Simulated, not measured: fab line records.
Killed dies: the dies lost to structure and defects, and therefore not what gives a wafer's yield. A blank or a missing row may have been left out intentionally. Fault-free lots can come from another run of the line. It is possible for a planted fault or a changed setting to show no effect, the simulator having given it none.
Lot-split experiment -- flow n5 finfet -- 7 lots, 39 wafers read, on a route of 1938 steps

== ABOUT THE SPLIT ==
At N5_BEOL_M0_SAQP_SPACER2_ALD_26 (deposits SiO2, target thk 15 nm, pulse time 1 s, purge time 2 s), the setting target thk a was moved away from the recipe's 150 angstrom on 6 of the 39 wafers read, by -50.7% to +49.2%. The other wafers ran this setting at the recipe's value.

== FROM THE SPLIT TO THE READING: what the file shows between them, 2 steps ==
- N5_BEOL_M0_SAQP_SPACER2_ETCHBACK_27: etches SiO2 in CHF3/O2, target depth 22.5 nm, time 11.25 s
- N5_BEOL_M0_SAQP_MANDREL2_REMOVE_110: chemistry HBr/Cl2/O2, target a-Si, stops on SiCN, bt time 10 s

== THE READING ==
Shown in nm: cd nm at N5_BEOL_M0_SAQP_CD_MEAS_29, with target cd 14.4 nm. A value of 15.05 nm with a standard deviation of 0.23 nm is what fault-free wafers of this fab line usually give.

wafer,"tool, chamber at the split","target thk a as run, angstrom",against the recipe,"cd nm, nm",against lot-mates on the recipe
L074.1,"ald sin-03, 1,2,0,3,3",150,recipe,15.00,-
L074.2,"ald sin-03, 1,2,0,3,3",150,recipe,15.23,-
L074.3,"ald sin-03, 1,2,0,3,3",150,recipe,14.95,-
L074.4,"ald sin-03, 1,2,0,3,3",150,recipe,14.95,-
L074.5,"ald sin-03, 2",150,recipe,15.05,-
L074.6,"ald sin-03, 1,2,0,3,3",150,recipe,15.16,-
L076.1,"ald sin-03, 2,0,1,3,0,3",150,recipe,15.61,-
L076.2,"ald sin-03, 2,0,1,3,0,3",150,recipe,15.21,-
L076.3,"ald sin-03, 2,0,1,3,0,3",150,recipe,15.11,-
L076.4,"ald sin-03, 2,0,1,3,0,3",150,recipe,15.19,-
L076.5,"ald sin-03, 2,0,1,3,0,3",150,recipe,15.15,-
L076.6,"ald sin-03, 2,0,1,3,0,3",150,recipe,15.06,-
L077.1,"ald sin-03, 2,0,1,3,0,1",150,recipe,14.88,-
L077.2,"ald sin-03, 2,0,1,3,0,1",150,recipe,15.23,-
L077.3,"ald sin-03, 2,0,1,3,0,1",150,recipe,15.25,-
L077.4,"ald sin-03, 2,0,1,3,0,1",150,recipe,14.71,-
L077.5,"ald sin-03, 2,0,1,3,0,1",150,recipe,15.26,-
L077.6,"ald sin-03, 2,0,1,3,0,1",150,recipe,15.00,-
L078.1,"ald sin-02, 2,1,3",150,recipe,15.26,-
L078.2,"ald sin-02, 2,1,3",150,recipe,15.20,-
L078.5,"ald sin-02, 2,1,3",150,recipe,14.95,-
L091.1,"ald sin-01, 2,1,3,2,3,1",150,recipe,15.11,-
L091.2,"ald sin-01, 2,1,3,2,3,1",150,recipe,14.82,-
L091.3,"ald sin-01, 2,1,3,2,3,1",150,recipe,14.80,-
L091.4,"ald sin-01, 2,1,3,2,3,1",150,recipe,14.99,-
L091.5,"ald sin-01, 2,1,3,2,3,1",150,recipe,15.54,-
L091.6,"ald sin-01, 2,1,3,2,3,1",150,recipe,14.97,-
L093.1,"ald sin-02, 3,0,2",150,recipe,15.36,-
L093.2,"ald sin-02, 3,0,2",150,recipe,14.71,-
L093.3,"ald sin-02, 1,0,3",73.96,-50.7%,7.68,-7.23
L093.4,"ald sin-02, 3,0,2",150,recipe,14.67,-
L093.5,"ald sin-02, 1,0,3",73.96,-50.7%,7.24,-7.67
L093.6,"ald sin-02, 1,0,3",73.96,-50.7%,7.60,-7.31
L095.1,"ald sin-03, 0,2,3",223.8,+49.2%,22.79,+7.80
L095.2,"ald sin-03, 1,1,0",150,recipe,14.92,-
L095.3,"ald sin-03, 0,2,3",223.8,+49.2%,22.17,+7.18
L095.4,"ald sin-03, 0,2,3",223.8,+49.2%,22.42,+7.43
L095.5,"ald sin-03, 1,1,0",150,recipe,14.80,-
L095.6,"ald sin-03, 1,1,0",150,recipe,15.24,-
Where a row lists several chambers, the file gives one row for several wafers and doesn't say which wafer went through which chamber.

FIT RESULTS
A straight line over all 39 wafers: cd nm changes by +0.15 nm for each +1% of target thk a; r = +1.00; the points scatter about the line by 0.23 nm.
The same after taking each lot's own level away (the mean of its wafers on the recipe; 39 wafers): +0.149 nm for each +1%; r = +1.00; scatter 0.22 nm.
According to that fit, moving target thk a by its largest amount changes the reading by 7.5 nm.
The span of the lots' own levels, 14.913 to 15.222 nm, comes to 1.3 times the standard deviation stated above.
Hence the lot-to-lot level has little effect on the slope; both slopes agree.
Check: with one of the wafers moved furthest among these (-50.7%) left out of the fit, the line predicts -7.6 nm for it against its lot-mates. Against them it came out at -7.23 nm.

== THE WHOLE CHAIN: every reading that the file lists as answering this split, in the file's order ==
step,what it does,reading,change (the file's fit),r (the file's)
N5_BEOL_M0_SAQP_SPACER2_ALD_26,"deposits SiO2, target thk 15 nm, pulse time 1 s, purge time 2 s","SiO2_of_BEOL_M0_SAQP_SPACER2_ALD_26.thk nm (the simulator's own value, which no gauge read)",+0.15 nm for each +1% of the setting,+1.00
N5_BEOL_M0_SAQP_MANDREL2_REMOVE_110,"chemistry HBr/Cl2/O2, target a-Si, stops on SiCN, bt time 10 s","BEOL_M0_SAQP.cd nm (the simulator's own value, which no gauge read)",+0.151 nm for each +1% of the setting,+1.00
N5_BEOL_M0_SAQP_CD_MEAS_29,target cd 14.4 nm,cd nm,+0.149 nm for each +1% of the setting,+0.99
N5_BEOL_M0_CUTY_ETCH_63,"etches SOC in N2/H2, target depth 82.7 nm, overetch 16.5 nm, time 124 s","SiO2_of_BEOL_M0_SAQP_SPACER2_ALD_26.thk nm (the simulator's own value, which no gauge read)",+0.13 nm for each +1% of the setting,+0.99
N5_BEOL_M0_ETCH_138,"etches SiCN in CH3F/O2, target depth 12 nm, time 31.6 s","SiO2_of_BEOL_M0_SAQP_SPACER2_ALD_26.thk nm (the simulator's own value, which no gauge read)",+0.119 nm for each +1% of the setting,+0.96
N5_BEOL_M0_HM_OPEN_105,"chemistry Cl2/BCl3, target TiN, target depth 12 nm","SiO2_of_BEOL_M0_SAQP_SPACER2_ALD_26.thk nm (the simulator's own value, which no gauge read)",+0.0973 nm for each +1% of the setting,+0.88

== THE FILE'S OWN FIT ==
cd nm changes by +0.149 nm for each +1% of target thk a, r = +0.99.
